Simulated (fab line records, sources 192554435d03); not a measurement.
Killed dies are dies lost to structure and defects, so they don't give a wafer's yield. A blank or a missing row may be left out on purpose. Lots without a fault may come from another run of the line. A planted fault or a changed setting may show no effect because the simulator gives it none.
fab line records | flow n5_finfet
record lots=7 wafers=21
route steps=1938 shown SD_EPI_P@301 SDB@349 HKMG_FIN@438 MOL_CONTACT_COAG@517
start_h: hours from the record's first day to the start of the lot's first wafer shown | wait_h: hours since the lot's step before | " the same as in the row above | L1.1+2: a row that stands for several wafers | - no value, or no start given | * or withheld: withheld | < > ~ a bound
route shown NAME@n: a module of which the file shows steps, and the number in the route of the first | usual: mean/standard deviation of fault-free wafers | same: alike in all rows | chamber/n: place in a boat | sites: the reading at each site | _std_site: their standard deviation | _edge_site: outer sites' mean less inner sites' | radius_mm: how far each site lies from the wafer's centre | mask NAME#n: copy n | behind: the tool/chamber that last shaped the wafer | hold: why the lot was held/for how many hours/how that ended | device: the transistor (n, p or np) that didn't switch | end of line: the same wafers' tests at the end of the route | a step without rows: its recipe alone | killed: dies lost to structure and defects at the first sort, not the wafer's yield | map: a wafer's dies, x killed, . not, _ none there
set.NAME: the setting as run; set.NAME@STEP: as run at that earlier step | model.NAME: the simulator's own value behind a step, which no gauge read
lots whose settings were changed on purpose; a table a step, a row a wafer
## steps
# step N5_SD_EPI_P_PEB_07
# recipe peb_temp_c=110 peb_time_s=60 resist=CAR-ArF-block
# columns lot.wafer tool chamber start_h wait_h set.peb_time_s
L075.1+2+4 litho_track-03 0 59.14 0.1 60
L080.3+5+6 litho_track-03 0 93.78 0.0 60
L082.1+3+4 litho_track-04 0 102.07 0.1 60
L084.2+4 litho_track-03 0 118.73 0.0 60
L084.3 " 0 " " 54.1
L091.1+6 litho_track-01 0 159.17 0.1 60
L091.3 " 0 " " 65.89
L092.1+5+6 litho_track-04 0 168.12 0.1 60
L095.3+4+6 litho_track-01 0 182.37 0.0 60
# step N5_SD_EPI_P_DEVELOP_08
# recipe develop_time_s=30 developer=TMAH resist=CAR-ArF-block dev_temp_c=23 rinse_liquid=diw dry=air_spin
# step N5_SD_EPI_P_CD_MEAS_09
# recipe target_cd_nm=240 landing_energy_ev=500 detector=se_inlens
# usual cd_nm=239.9/0.89
# columns lot.wafer tool chamber start_h wait_h set.peb_time_s@SD_EPI_P_PEB_07 cd_nm
L075.1 cd_sem-01 0 59.21 - 60 241.4
L075.2 " 0 " " 60 240.9
L075.4 " 0 " " 60 240.8
L080.3 cd_sem-01 0 93.85 - 60 240.8
L080.5 " 0 " " 60 240.5
L080.6 " 0 " " 60 240.9
L082.1 cd_sem-03 0 102.14 - 60 240.0
L082.3 " 0 " " 60 240.1
L082.4 " 0 " " 60 240.1
L084.2 cd_sem-01 0 118.80 - 60 241.3
L084.3 " 0 " " 54.1 237.2
L084.4 " 0 " " 60 240.9
L091.1 cd_sem-03 0 159.24 - 60 238.3
L091.3 " 0 " " 65.89 241.9
L091.6 " 0 " " 60 238.8
L092.1 cd_sem-01 0 168.19 - 60 239.2
L092.5 " 0 " " 60 239.2
L092.6 " 0 " " 60 239.1
L095.3 cd_sem-02 0 182.44 - 60 239.6
L095.4 " 0 " " 60 239.4
L095.6 " 0 " " 60 240.0
# step N5_SD_EPI_P_DESCUM_14
# recipe chemistry=O2 time_s=7.9 source_power_w=50 bias_power_w=20 pressure_mtorr=20 rf_frequency_hz=2.712e+07 temp_c=40 resist=CAR-ArF-block o2_flow_sccm=225
# columns lot.wafer tool chamber start_h wait_h set.peb_time_s@SD_EPI_P_PEB_07 model.SD_EPI_P.cd_nm
L075.1 rie_diel-04 1 59.30 0.0 60 241
L075.2 " 2 " " 60 240.8
L075.4 " 3 " " 60 240.6
L080.3 rie_diel-04 0 93.93 0.0 60 241
L080.5+6 " 0,1 " " 60 240.8
L082.1 rie_diel-03 2 102.22 0.0 60 239.8
L082.3 " 3 " " 60 240
L082.4 " 0 " " 60 240.2
L084.2 rie_diel-05 0 118.88 0.0 60 241.4
L084.3 " 2 " " 54.1 237.4
L084.4 " 1 " " 60 240.8
L091.1 rie_diel-04 0 159.41 0.1 60 238.2
L091.3 " 3 " " 65.89 241.8
L091.6 " 3 " " 60 238.4
L092.1 rie_diel-05 1 168.27 0.0 60 239.4
L092.5+6 " 1,0 " " 60 239.2
L095.3+6 rie_diel-05 3,2 182.53 0.0 60 240
L095.4 " 0 " " 60 239.8
# step N5_SDB_COAT_04
# recipe resist=SiARC temp_c=220 time_s=60 spin_rpm=1500 resist_thk_nm=18
# columns lot.wafer tool chamber start_h wait_h set.spin_rpm model.SiARC_of_SDB_COAT_04.thk_nm
L075.1 litho_track-02 0 - - 1427 18.4
L075.2+4 " 0 " " 1500 18
L080.3 litho_track-04 0 - - 1448 18.4
L080.5+6 " 0 " " 1500 18
L082.1 litho_track-05 0 - - 1408 18.4
L082.3 " 0 " " 1500 18
L082.4 " 0 " " 1408 18.6
L084.2+3 litho_track-05 0 - - 1664 17.2
L084.4 " 0 " " 1500 18
L091.1+6 litho_track-05 0 - - 1500 17.8
L091.3 " 0 " " 1609 17.2
L092.1+5+6 litho_track-05 0 - - 1500 18
L095.3+4+6 litho_track-04 0 - - 1500 18
# step N5_SDB_COAT_05
# recipe resist=CAR-ArF spin_rpm=1500 resist_thk_nm=90
# columns lot.wafer tool chamber start_h wait_h set.spin_rpm model.CAR-ArF_of_SDB_COAT_05.thk_nm
L075.1 litho_track-02 0 - - 1500 90.2
L075.2+4 " 0 " " 1500 90
L080.3 litho_track-04 0 - - 1560 88.4
L080.5 " 0 " " 1500 90
L080.6 " 0 " " 1560 88.2
L082.1 litho_track-05 0 - - 1650 85.6
L082.3 " 0 " " 1500 89.4
L082.4 " 0 " " 1500 89.8
L084.2+3 litho_track-05 0 - - 1500 90.2
L084.4 " 0 " " 1500 90
L091.1 litho_track-05 0 - - 1382 94
L091.3 " 0 " " 1500 90.6
L091.6 " 0 " " 1382 94.2
L092.1+6 litho_track-05 0 - - 1425 92.4
L092.5 " 0 " " 1500 89.8
L095.3 litho_track-04 0 - - 1500 89.2
L095.4 " 0 " " 1500 89.6
L095.6 " 0 " " 1500 89.4
# step N5_SDB_EBR_07
# recipe solvent=PGMEA ebr_width_mm=1.5
# step N5_SDB_SOFTBAKE_06
# recipe temp_c=110 time_s=60 resist=CAR-ArF
# step N5_SDB_DESCUM_16
# recipe chemistry=O2 time_s=7.9 source_power_w=50 bias_power_w=20 pressure_mtorr=20 rf_frequency_hz=2.712e+07 temp_c=40 resist=CAR-ArF o2_flow_sccm=225
# columns lot.wafer tool chamber start_h wait_h set.spin_rpm@SDB_COAT_05 model.CAR-ArF_of_SDB_COAT_05.thk_nm
L075.1 rie_diel-06 2 71.93 0.0 1500 83.6
L075.2+4 " 1,3 " " 1500 83.4
L080.3+6 rie_diel-06 0,1 106.31 0.9 1560 81.8
L080.5 " 2 " " 1500 83.4
L082.1 rie_diel-01 1 114.25 0.8 1650 79
L082.3 " 3 " " 1500 82.8
L082.4 " 0 " " 1500 83.4
L084.2+3 rie_diel-06 0,1 130.74 0.0 1500 83.6
L084.4 " 1 " " 1500 83.4
L091.1 rie_diel-06 1 170.76 0.0 1382 87.4
L091.3 " 2 " " 1500 84
L091.6 " 3 " " 1382 87.6
L092.1 rie_diel-06 1 180.41 0.0 1425 86
L092.5 " 3 " " 1500 83.2
L092.6 " 2 " " 1425 85.8
L095.3+6 rie_diel-01 0,1 195.07 0.1 1500 82.8
L095.4 " 1 " " 1500 83
# step N5_SDB_ETCH_17
# recipe chemistry=CF4 target=SiARC target_depth_a=234 mask_material=CAR-ArF time_s=39 ion_energy_ev=80 pressure_mtorr=40 source_w=545 bias_w=36 Ar_flow_sccm=100 cf4_flow_sccm=100 ends=cleared
# columns lot.wafer tool chamber start_h wait_h set.spin_rpm@SDB_COAT_04 model.etch.depth_nm
L075.1 rie_diel-06 2 71.97 0.0 1427 18.45
L075.2 " 1 " " 1500 18.03
L075.4 " 3 " " 1500 17.99
L080.3 rie_diel-06 0 106.35 0.0 1448 18.32
L080.5 " 2 " " 1500 18.05
L080.6 " 1 " " 1500 18.04
L082.1 rie_diel-01 1 114.28 0.0 1408 18.49
L082.3 " 3 " " 1500 18.01
L082.4 " 0 " " 1408 18.53
L084.2 rie_diel-06 0 130.78 0.0 1664 17.17
L084.3 " 1 " " 1664 17.12
L084.4 " 1 " " 1500 18.02
L091.1 rie_diel-06 1 170.80 0.0 1500 17.88
L091.3 " 2 " " 1609 17.27
L091.6 " 3 " " 1500 17.87
L092.1+6 rie_diel-06 1,2 180.44 0.0 1500 18.06
L092.5 " 3 " " 1500 18.03
L095.3 rie_diel-01 0 195.11 0.0 1500 17.93
L095.4 " 1 " " 1500 17.91
L095.6 " 1 " " 1500 17.92
# step N5_HKMG_FIN_ETCH_35
# recipe chemistry=N2/H2 target=SOC target_depth_a=2158 ion_energy_ev=65 bias_w=5 source_w=3000 time_s=243.4 pressure_mtorr=30 n2_flow_sccm=200 h2_flow_sccm=200
# usual rf_vpp_V=141.3/1.1
# columns lot.wafer tool chamber start_h wait_h set.source_w rf_vpp_V model.HKMG_FIN.feature_depth_nm model.SOC_of_HKMG_FIN_COAT_29.thk_nm model.etch.depth_nm
L075.1 rie_diel-01 2 82.41 0.0 3000 142.2 216.4 84.6 216.4
L075.2 " 3 " " 3000 140.0 218.2 82.2 218.3
L075.4 " 1 " " 3000 141.7 215.2 85.2 215.1
L080.3 rie_diel-06 0 117.61 0.0 3000 138.6 211.8 89 211.9
L080.5 " 0 " " 3000 140.3 212.8 88.4 212.9
L080.6 " 2 " " 3000 141.3 217.8 81.8 217.9
L082.1 rie_diel-02 0 125.72 0.0 3000 141.3 213.8 87.8 213.9
L082.3 " 3 " " 3000 139.7 216.6 84.2 216.7
L082.4 " 1 " " 3000 140.0 204.8 96.6 204.7
L084.2 rie_diel-06 1 140.83 0.0 3366 136.4 238.2 61 238.1
L084.3 " 0 " " 3366 135.6 233.6 65.8 233.6
L084.4 " 0 " " 3000 140.6 211.2 88.4 211.2
L091.1 rie_diel-06 0 180.03 0.0 2560 149.1 192.4 107.4 192.4
L091.3 " 3 " " 3000 141.6 225 73.8 225
L091.6 " 1 " " 3000 142.1 211.8 88 211.9
L092.1 rie_diel-02 1 190.54 0.0 3000 141.2 206.4 94.2 206.5
L092.5 " 2 " " 3000 142.9 217 84.2 216.9
L092.6 " 1 " " 3000 140.7 207.4 93.4 207.4
L095.3 rie_diel-06 1 204.38 0.0 3000 140.6 213.4 86.6 213.3
L095.4 " 2 " " 3000 140.6 218.4 82.2 218.4
L095.6 " 1 " " 3000 141.5 213.6 86 213.6
# step N5_HKMG_FIN_COAT_66
# recipe resist=SOC temp_c=250 time_s=60 spin_rpm=1500 resist_thk_nm=300
# columns lot.wafer tool chamber start_h wait_h set.spin_rpm model.SOC_of_HKMG_FIN_COAT_66.thk_nm
L075.1 litho_track-05 0 84.43 0.2 1372 315.2
L075.2 " 0 " " 1500 301.2
L075.4 " 0 " " 1372 316
L080.3 litho_track-05 0 119.65 0.2 1500 300.2
L080.5 " 0 " " 1500 299.6
L080.6 " 0 " " 1500 299.2
L082.1 litho_track-01 0 127.79 0.2 1448 305.4
L082.3 " 0 " " 1448 304.4
L082.4 " 0 " " 1448 305.6
L084.2 litho_track-05 0 142.90 0.2 1500 300
L084.3 " 0 " " 1500 299.4
L084.4 " 0 " " 1500 299.8
L091.1 litho_track-03 0 182.09 0.2 1634 288.8
L091.3 " 0 " " 1634 288.2
L091.6 " 0 " " 1500 300.6
L092.1 litho_track-03 0 192.64 0.2 1344 318
L092.5 " 0 " " 1500 301.2
L092.6 " 0 " " 1500 301
L095.3 litho_track-03 0 206.41 0.2 1500 301.2
L095.4 " 0 " " 1500 301.6
L095.6 " 0 " " 1500 300.8
# step N5_MOL_CONTACT_COAG_COAT_103
# recipe resist=SOC temp_c=250 time_s=60 spin_rpm=1500 resist_thk_nm=80
# columns lot.wafer tool chamber start_h wait_h set.spin_rpm model.SOC_of_MOL_CONTACT_COAG_COAT_103.thk_nm
L075.1+2 litho_track-02 0 94.51 0.0 1500 80
L075.4 " 0 " " 1500 80.2
L080.3+6 litho_track-05 0 129.58 0.0 1500 80.2
L080.5 " 0 " " 1500 80
L082.1+3 litho_track-02 0 137.85 0.0 1500 80.4
L082.4 " 0 " " 1608 77.6
L084.2+4 litho_track-02 0 152.65 0.4 1615 77.2
L084.3 " 0 " " 1500 80.2
L091.1 litho_track-02 0 192.56 0.0 1500 80
L091.3+6 " 0 " " 1363 83.8
L092.1 litho_track-05 0 202.06 0.0 1351 84.2
L092.5 " 0 " " 1351 84.4
L092.6 " 0 " " 1500 79.8
L095.3+4 litho_track-03 0 217.13 0.0 1500 80.4
L095.6 " 0 " " 1500 80.2
# step N5_MOL_CONTACT_COAG_EXPOSE_05
# recipe mask_id=CA na=0.33 source_shape=annular sigma_inner=0.4 sigma_outer=0.8 polarization=unpolarized defocus_nm=0 dose_mj=38.25
# columns lot.wafer tool chamber start_h wait_h mask set.dose_mj
L075.1+2+4 euv_scanner-02 0 94.77 - CA#0 38.25
L080.3+5+6 euv_scanner-01 0 129.73 - CA#0 38.25
L082.1+3+4 euv_scanner-02 0 138.13 - CA#0 38.25
L084.2 euv_scanner-02 0 152.92 - CA#0 40.76
L084.3+4 " 0 " " CA#0 38.25
L091.1+3 euv_scanner-01 0 192.82 - CA#0 39.97
L091.6 " 0 " " CA#0 38.25
L092.1+5 euv_scanner-02 0 202.32 - CA#0 39.5
L092.6 " 0 " " CA#0 38.25
L095.3+4+6 euv_scanner-02 0 217.40 - CA#0 38.25
# step N5_MOL_CONTACT_COAG_PEB_06
# recipe peb_temp_c=100 peb_time_s=60 resist=CAR-EUV
# step N5_MOL_CONTACT_COAG_DEVELOP_07
# recipe develop_time_s=30 developer=TMAH resist=CAR-EUV rinse_liquid=surfactant_rinse dry=air_spin dev_temp_c=23
# step N5_MOL_CONTACT_COAG_DESCUM_13
# recipe chemistry=O2 time_s=7 source_power_w=50 bias_power_w=20 pressure_mtorr=20 rf_frequency_hz=2.712e+07 temp_c=40 resist=CAR-EUV o2_flow_sccm=225
# step N5_MOL_CONTACT_COAG_ETCH_59
# recipe chemistry=N2/H2 target=underlayer target_depth_a=130 mask_material=CAR-EUV time_s=10.4 ion_energy_ev=200 pressure_mtorr=30 source_w=840 bias_w=150 n2_flow_sccm=200 h2_flow_sccm=200 ends=cleared
# columns lot.wafer tool chamber start_h wait_h set.dose_mj@MOL_CONTACT_COAG_EXPOSE_05 model.MOL_CONTACT_COAG.cd_offset_nm
L075.1+2+4 rie_diel-06 0,3,2 95.06 0.0 38.25 -0.2
L080.3+5+6 rie_diel-02 2,3,2 130.00 0.0 38.25 0
L082.1 rie_diel-02 1 138.42 0.0 38.25 0.2
L082.3+4 " 2,3 " " 38.25 0
L084.2 rie_diel-06 1 153.34 0.0 40.76 1.4
L084.3 " 3 " " 38.25 0.2
L084.4 " 2 " " 38.25 0
L091.1 rie_diel-01 3 193.11 0.0 39.97 1.2
L091.3 " 2 " " 39.97 0.8
L091.6 " 3 " " 38.25 0.2
L092.1 rie_diel-02 3 202.60 0.0 39.5 0.6
L092.5 " 3 " " 39.5 0.8
L092.6 " 0 " " 38.25 0
L095.3+4+6 rie_diel-01 0,2,2 218.68 0.0 38.25 -0.2
# step N5_MOL_CONTACT_COAG_ETCH_105
# recipe chemistry=CF4 target=SiARC target_depth_a=156 mask_material=CAR-EUV time_s=26 ion_energy_ev=80 pressure_mtorr=40 source_w=545 bias_w=36 Ar_flow_sccm=100 cf4_flow_sccm=100 ends=cleared
# usual rf_vpp_V=183.8/1.1
# columns lot.wafer tool chamber start_h wait_h set.bias_w rf_vpp_V
L075.1 rie_diel-06 0 95.08 0.0 38.91 191.0
L075.2 " 3 " " 36 182.4
L075.4 " 2 " " 36 184.3
L080.3 rie_diel-02 2 130.02 0.0 36 183.8
L080.5 " 3 " " 40.73 198.2
L080.6 " 2 " " 36 183.1
L082.1 rie_diel-02 1 138.44 0.0 36 183.0
L082.3 " 2 " " 36 183.3
L082.4 " 3 " " 36 182.6
L084.2 rie_diel-06 1 153.36 0.0 29.85 164.4
L084.3 " 3 " " 29.85 162.2
L084.4 " 2 " " 36 183.9
L091.1 rie_diel-01 3 193.13 0.0 33.05 175.0
L091.3 " 2 " " 33.05 174.6
L091.6 " 3 " " 33.05 173.8
L092.1 rie_diel-02 3 202.62 0.0 33.42 173.1
L092.5 " 3 " " 36 184.3
L092.6 " 0 " " 36 182.4
L095.3 rie_diel-01 0 218.69 0.0 36 184.1
L095.4 " 2 " " 36 183.7
L095.6 " 2 " " 36 184.1
# step N5_MOL_CONTACT_COAG_ETCH_106
# recipe chemistry=N2/H2 target=SOC target_depth_a=800 overetch_a=160 mask_material=SiARC temp_c=40 time_s=120 ion_energy_ev=200 pressure_mtorr=30 source_w=840 bias_w=150 n2_flow_sccm=200 h2_flow_sccm=200
# columns lot.wafer tool chamber start_h wait_h set.spin_rpm@MOL_CONTACT_COAG_COAT_103 model.etch.depth_nm
L075.1 rie_diel-06 0 95.11 0.0 1500 80.1
L075.2 " 3 " " 1500 80.04
L075.4 " 2 " " 1500 80.13
L080.3 rie_diel-02 2 130.05 0.0 1500 80.21
L080.5 " 3 " " 1500 80.04
L080.6 " 2 " " 1500 80.24
L082.1 rie_diel-02 1 138.46 0.0 1500 80.41
L082.3 " 2 " " 1500 80.33
L082.4 " 3 " " 1608 77.68
L084.2 rie_diel-06 1 153.39 0.0 1615 77.24
L084.3 " 3 " " 1500 80.28
L084.4 " 2 " " 1615 77.3
L091.1 rie_diel-01 3 193.16 0.0 1500 80
L091.3+6 " 2,3 " " 1363 83.88
L092.1 rie_diel-02 3 202.65 0.0 1351 84.17
L092.5 " 3 " " 1351 84.46
L092.6 " 0 " " 1500 79.78
L095.3 rie_diel-01 0 218.72 0.0 1500 80.3
L095.4 " 2 " " 1500 80.37
L095.6 " 2 " " 1500 80.28
# step N5_MOL_CONTACT_COAG_COAT_63
# recipe resist=SiARC temp_c=220 time_s=60 spin_rpm=1500 resist_thk_nm=10
# columns lot.wafer tool chamber start_h wait_h set.spin_rpm model.SiARC_of_MOL_CONTACT_COAG_COAT_63.thk_nm
L075.1+2+4 litho_track-05 0 - - 1500 10
L080.3 litho_track-05 0 - - 1636 9.6
L080.5+6 " 0 " " 1500 10
L082.1+3 litho_track-03 0 - - 1500 10
L082.4 " 0 " " 1436 10.2
L084.2+3 litho_track-02 0 - - 1500 10
L084.4 " 0 " " 1334 10.6
L091.1+6 litho_track-05 0 - - 1381 10.4
L091.3 " 0 " " 1500 10
L092.1+6 litho_track-05 0 - - 1500 10
L092.5 " 0 " " 1564 9.8
L095.3+4+6 litho_track-05 0 - - 1500 10
# step N5_MOL_CONTACT_COAG_COAT_64
# recipe resist=underlayer temp_c=205 time_s=60 spin_rpm=1500 resist_thk_nm=10
# step N5_MOL_CONTACT_COAG_COAT_34
# recipe resist=CAR-EUV spin_rpm=1500 resist_thk_nm=40
# step N5_MOL_CONTACT_COAG_DESCUM_45
# recipe chemistry=O2 time_s=7 source_power_w=50 bias_power_w=20 pressure_mtorr=20 rf_frequency_hz=2.712e+07 temp_c=40 resist=CAR-EUV o2_flow_sccm=225
# step N5_MOL_CONTACT_COAG_ETCH_65
# recipe chemistry=N2/H2 target=underlayer target_depth_a=130 mask_material=CAR-EUV time_s=10.4 ion_energy_ev=200 pressure_mtorr=30 source_w=840 bias_w=150 n2_flow_sccm=200 h2_flow_sccm=200 ends=cleared
# step N5_MOL_CONTACT_COAG_ETCH_66
# recipe chemistry=CF4 target=SiARC target_depth_a=130 mask_material=CAR-EUV time_s=21.7 ion_energy_ev=80 pressure_mtorr=40 source_w=545 bias_w=36 Ar_flow_sccm=100 cf4_flow_sccm=100 ends=cleared
# columns lot.wafer tool chamber start_h wait_h set.spin_rpm@MOL_CONTACT_COAG_COAT_63 model.etch.depth_nm
L075.1 rie_diel-01 2 109.91 0.0 1500 9.998
L075.2 " 3 " " 1500 9.967
L075.4 " 1 " " 1500 9.975
L080.3 rie_diel-06 1 142.33 0.0 1636 9.531
L080.5 " 2 " " 1500 9.941
L080.6 " 1 " " 1500 9.969
L082.1 rie_diel-06 3 149.43 0.0 1500 9.978
L082.3 " 1 " " 1500 9.988
L082.4 " 2 " " 1436 10.2
L084.2 rie_diel-01 3 168.00 0.0 1500 9.959
L084.3 " 0 " " 1500 9.954
L084.4 " 3 " " 1334 10.57
L091.1 rie_diel-01 1 205.25 0.0 1381 10.46
L091.3 " 2 " " 1500 10
L091.6 " 0 " " 1381 10.44
L092.1 rie_diel-02 0 213.02 0.0 1500 9.972
L092.5 " 2 " " 1564 9.76
L092.6 " 3 " " 1500 9.981
L095.3+6 rie_diel-02 3,0 229.03 0.0 1500 10.01
L095.4 " 2 " " 1500 10
## key
split step=N5_SD_EPI_P_PEB_07 setting=peb_time_s stated=60 by=wafer
response step=N5_SD_EPI_P_CD_MEAS_09 reading=cd_nm change=+0.37 per=1% r=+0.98
response step=N5_SD_EPI_P_DESCUM_14 reading=model.SD_EPI_P.cd_nm change=+0.366 per=1% r=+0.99
split step=N5_SDB_COAT_04 setting=spin_rpm stated=1500 by=wafer
response step=N5_SDB_COAT_04 reading=model.SiARC_of_SDB_COAT_04.thk_nm change=-0.0794 per=1% r=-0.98
response step=N5_SDB_ETCH_17 reading=model.etch.depth_nm change=-0.0819 per=1% r=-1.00
split step=N5_SDB_COAT_05 setting=spin_rpm stated=1500 by=wafer
response step=N5_SDB_COAT_05 reading=model.CAR-ArF_of_SDB_COAT_05.thk_nm change=-0.43 per=1% r=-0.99
response step=N5_SDB_DESCUM_16 reading=model.CAR-ArF_of_SDB_COAT_05.thk_nm change=-0.436 per=1% r=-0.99
split step=N5_HKMG_FIN_ETCH_35 setting=source_w stated=3000 by=wafer
response step=N5_HKMG_FIN_ETCH_35 reading=rf_vpp_V change=-0.446 per=1% r=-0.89
response step=N5_HKMG_FIN_ETCH_35 reading=model.HKMG_FIN.feature_depth_nm change=+1.88 per=1% r=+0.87
response step=N5_HKMG_FIN_ETCH_35 reading=model.SOC_of_HKMG_FIN_COAT_29.thk_nm change=-1.91 per=1% r=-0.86
response step=N5_HKMG_FIN_ETCH_35 reading=model.etch.depth_nm change=+1.88 per=1% r=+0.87
split step=N5_HKMG_FIN_COAT_66 setting=spin_rpm stated=1500 by=wafer
response step=N5_HKMG_FIN_COAT_66 reading=model.SOC_of_HKMG_FIN_COAT_66.thk_nm change=-1.56 per=1% r=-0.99
split step=N5_MOL_CONTACT_COAG_COAT_103 setting=spin_rpm stated=1500 by=wafer
response step=N5_MOL_CONTACT_COAG_COAT_103 reading=model.SOC_of_MOL_CONTACT_COAG_COAT_103.thk_nm change=-0.419 per=1% r=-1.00
response step=N5_MOL_CONTACT_COAG_ETCH_106 reading=model.etch.depth_nm change=-0.42 per=1% r=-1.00
split step=N5_MOL_CONTACT_COAG_EXPOSE_05 setting=dose_mj stated=38.25 by=wafer
response step=N5_MOL_CONTACT_COAG_ETCH_59 reading=model.MOL_CONTACT_COAG.cd_offset_nm change=+0.195 per=1% r=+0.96
split step=N5_MOL_CONTACT_COAG_ETCH_105 setting=bias_w stated=36 by=wafer
response step=N5_MOL_CONTACT_COAG_ETCH_105 reading=rf_vpp_V change=+1.17 per=1% r=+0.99
split step=N5_MOL_CONTACT_COAG_COAT_63 setting=spin_rpm stated=1500 by=wafer
response step=N5_MOL_CONTACT_COAG_COAT_63 reading=model.SiARC_of_MOL_CONTACT_COAG_COAT_63.thk_nm change=-0.0498 per=1% r=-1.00
response step=N5_MOL_CONTACT_COAG_ETCH_66 reading=model.etch.depth_nm change=-0.0526 per=1% r=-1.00
